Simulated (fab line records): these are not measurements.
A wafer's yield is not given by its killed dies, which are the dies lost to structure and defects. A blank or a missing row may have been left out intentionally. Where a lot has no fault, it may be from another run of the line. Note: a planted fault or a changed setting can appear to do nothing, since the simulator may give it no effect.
Struck lot and sound lot, side by side + flow nand-harc + 14 steps out of a route of 1302
Sound: these wafers, L115.1, L115.3, L115.6. Wafers struck: L127.1, L127.5, L127.6. The cause is named last.
Order at every step that has rows: each side's tool, ch and its chambers, its first start. Under that, the readings that differ: sound wafers + struck wafers + difference of the means + sigmas: that difference in standard deviations of wafers without a fault.
alike: readings whose means differ by less than 2 such deviations, and words and numbers that are the same on both sides. not compared: withheld readings, readings that some wafer has no value for, bounds like >300 that may hide the same value, and numbers for which the record gives no deviation and whose values overlap.
Wherever a step has rows on one side only, a row that says differs or no value, or a row with sigmas, the two part there. Numbers that have no deviation but don't overlap get no sigmas and don't part them. Lack of a reading on every wafer of one side parts them only where that side has two or more wafers.

NHARC_THIN_TSV_CMP_01: polishes.
  sound on cmp-02 ch 0,1,3, day 24 02:14; struck on cmp-01 ch 0,1,2, day 29 03:35
  alike: motor-current-A
NHARC_THIN_TSV_THK_MEAS_02: measures by ir.
  sound on film-metro-02 at day 24 02:29; struck on film-metro-01 at day 29 03:48
  alike: thk-nm
then, 3 steps without rows for these wafers: NHARC_THIN_TSV_SRD_03; NHARC_THIN_TSV_PRECLEAN_41 (cleans in SC1); NHARC_THIN_TSV_SRD_42.
NHARC_THIN_TSV_DEP_43: deposits SiO2, target thk 1328.5 nm.
  sound on pecvd-04 ch 0,1,2, day 24 02:43; struck on pecvd-04 ch 0,1, day 29 04:01
  alike: showerhead-vpp-V, throttle-valve-pct
then, 6 steps without rows for these wafers: NHARC_THIN_TSV_DEHYDRATE_04 (time 120 s); NHARC_THIN_TSV_HMDS_05 (time 30 s); NHARC_THIN_TSV_COAT_06; NHARC_THIN_TSV_SOFTBAKE_07 (time 95 s); NHARC_THIN_TSV_EBR_08; NHARC_THIN_TSV_EXPOSE_09 (exposes mask TSV).
NHARC_THIN_TSV_PEB_10: peb time 85 s.
  struck on litho-track-05, day 29 04:39; sound on litho-track-05 ch 0, day 24 03:20
  no value came back on the struck wafers for chill-plate-temp-C (C), exhaust-pa (Pa); on the sound wafers chill-plate-temp-C (C) reads 23.08 22.98 23.14
then, 1 step without rows for these wafers: NHARC_THIN_TSV_DEVELOP_11 (time 70 s).

WHERE THEY PART
Only at NHARC_THIN_TSV_PEB_10, within this record.

WHY: whatever the simulator had introduced
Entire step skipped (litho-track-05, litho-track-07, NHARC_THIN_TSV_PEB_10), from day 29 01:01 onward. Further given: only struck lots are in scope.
